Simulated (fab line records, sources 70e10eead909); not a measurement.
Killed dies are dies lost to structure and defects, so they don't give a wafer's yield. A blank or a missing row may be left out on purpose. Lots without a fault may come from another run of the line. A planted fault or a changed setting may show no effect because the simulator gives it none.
Chamber matching | flow nand_harc | NHARC_P_BONDPAD_CMP_19 on cmp-02: 4 sister chambers
The step polishes, t overpolish 30 s, cu recess touch 16 s, target thk 160.81 nm. 4 wafers are shown with their chamber, then 8 later ones without.

WAFERS WITH THEIR CHAMBER
wafer  | chamber | motor_current_A (A)
L081.5 | 1       | 12.3
L085.6 | 0       | 9.9
L093.1 | 3       | 10.6
L094.1 | 2       | 14.2

WAFERS WITHOUT THEIR CHAMBER
wafer  | motor_current_A (A)
L094.2 | 9.6
L094.3 | 12.3
L095.2 | 13.2
L095.3 | 10.4
L095.6 | 12.6
L097.2 | 13.9
L097.4 | 9.8
L097.6 | 13.3

WHICH CHAMBER EACH WENT THROUGH
wafer  | from the rows above     | in truth
L094.2 | can't be placed: 0 or 3 | 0
L094.3 | 1                       | 1
L095.2 | can't be placed: 1 or 2 | 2
L095.3 | can't be placed: 3 or 0 | 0
L095.6 | 1                       | 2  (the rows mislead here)
L097.2 | 2                       | 2
L097.4 | can't be placed: 0 or 3 | 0
L097.6 | can't be placed: 2 or 1 | 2
Placed correctly: 2 of 8. Can't be placed from these rows: 5 (the true chamber is among the candidates in 5). Placed wrongly: 1.
How it was worked out, from the rows above alone: a wafer's distance from a chamber is the root of the sum, over the readings, of the square of ((its reading less the chamber's mean) divided by the reading's scatter). The wafer belongs to the nearest chamber; if the next one is less than 2 further off, it can't be placed. A chamber's mean is the mean of its shown wafers. The scatter: with one shown wafer a chamber, the root of the mean of the squares of how far each hidden wafer lies from its nearest shown one.
